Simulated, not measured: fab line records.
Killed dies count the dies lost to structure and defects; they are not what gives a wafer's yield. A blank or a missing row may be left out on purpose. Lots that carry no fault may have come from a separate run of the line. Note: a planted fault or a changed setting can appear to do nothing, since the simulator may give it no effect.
3 desks, one fault + flow n5-finfet + only its own numbers are on each desk; what lay behind them is given at the end

## AT THE TOOL OWNER'S DESK: rie-metal-01
The tool's own readings at N5_MIM_TOP_ETCH_ETCH_00 (etches TiN in Cl2/BCl3, target depth 38.5 nm): means of the sampled wafers that have a number, for each lot that ran on this tool. A lot is out of limits, marked OUT, if its mean lies more than 4 standard deviations from the usual mean; the brackets give that distance.
Columns: A = drypump-motor-current-A at N5_MIM_TOP_ETCH_ETCH_00, usual 5.3 A; B = oes-product-au at N5_MIM_TOP_ETCH_ETCH_00, usual 0.81 a.u.; C = throttle-valve-pct at N5_MIM_TOP_ETCH_ETCH_00, usual 22.8 %
| lot  | first seen here | A   | B               | C    |
|------|-----------------|-----|-----------------|------|
| L570 | day 13 04:55    | 5.6 | 0.77            | 22.7 |
| L578 | day 15 00:24    | 5.5 | 1.22 (+4.4) OUT | 22.6 |
| L586 | day 18 08:02    | 5.6 | 0.87            | 22.7 |
This desk's verdict: out of limits on L578, starting with L578 at day 15 00:24 (oes-product-au at N5_MIM_TOP_ETCH_ETCH_00). In limits: L570, L586.

## THE DEFECT DESK
Counts from the inspections along the route, per lot, as means over the sampled wafers that have a number. A lot is out of limits, marked OUT, if its mean lies more than 4 standard deviations from the usual mean; the brackets give that distance.
Columns: A = raw-defect-count at N5_MIM_TOP_LITHO_INSPECT_12, usual 2.0
| lot  | first seen here | A   |
|------|-----------------|-----|
| L567 | day 11 23:05    | 1.0 |
| L570 | day 13 04:16    | 2.3 |
| L578 | day 15 00:17    | 1.0 |
| L583 | day 15 21:40    | 2.0 |
| L584 | day 16 12:19    | 3.7 |
| L586 | day 18 07:15    | 4.3 |
This desk's finding: nothing out of limits on any of the 6 lots.

## METROLOGY DESK
Lot by lot, what the gauges showed, no matter which tool ran the lot: averages of those sampled wafers that carry a number. A lot is out of limits, marked OUT, if its mean lies more than 4 standard deviations from the usual mean; the brackets give that distance.
Columns: A = cd-nm at N5_MIM_TOP_LITHO_CD_MEAS_08, usual 2000.3 nm; B = MIM_TOP_OVL at N5_MIM_TOP_LITHO_OVL_MEAS_11, usual -8 nm
| lot  | first seen here | A      | B   |
|------|-----------------|--------|-----|
| L567 | day 11 23:02    | 1999.8 | -10 |
| L570 | day 13 04:13    | 1997.2 | -5  |
| L578 | day 15 00:14    | 2002.2 | -13 |
| L583 | day 15 21:37    | 1999.4 | -7  |
| L584 | day 16 12:15    | 1997.5 | -17 |
| L586 | day 18 07:12    | 2000.8 | -15 |
This desk's finding: nothing out of limits on any of the 6 lots.

## TAKEN TOGETHER
The tool owner's desk had the chance to raise an alarm at day 15 00:24 on L578.
The defect desk saw nothing out of limits.
Nothing out of limits was seen by the metrology desk.
The defect desk has L578 on record, within its limits.
The metrology desk holds a record of L578, inside its limits.
All the named lots went through N5_MIM_TOP_ETCH_ETCH_00 on rie-metal-01.

## WHAT WAS PUT IN BY THE SIMULATOR
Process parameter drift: rie-metal-01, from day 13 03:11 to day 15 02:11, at N5_MIM_TOP_ETCH_ETCH_00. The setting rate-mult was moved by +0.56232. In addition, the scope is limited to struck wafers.
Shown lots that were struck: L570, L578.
Delay in hours, fault start to first out-of-limits reading, by desk: the tool owner's desk at 45.
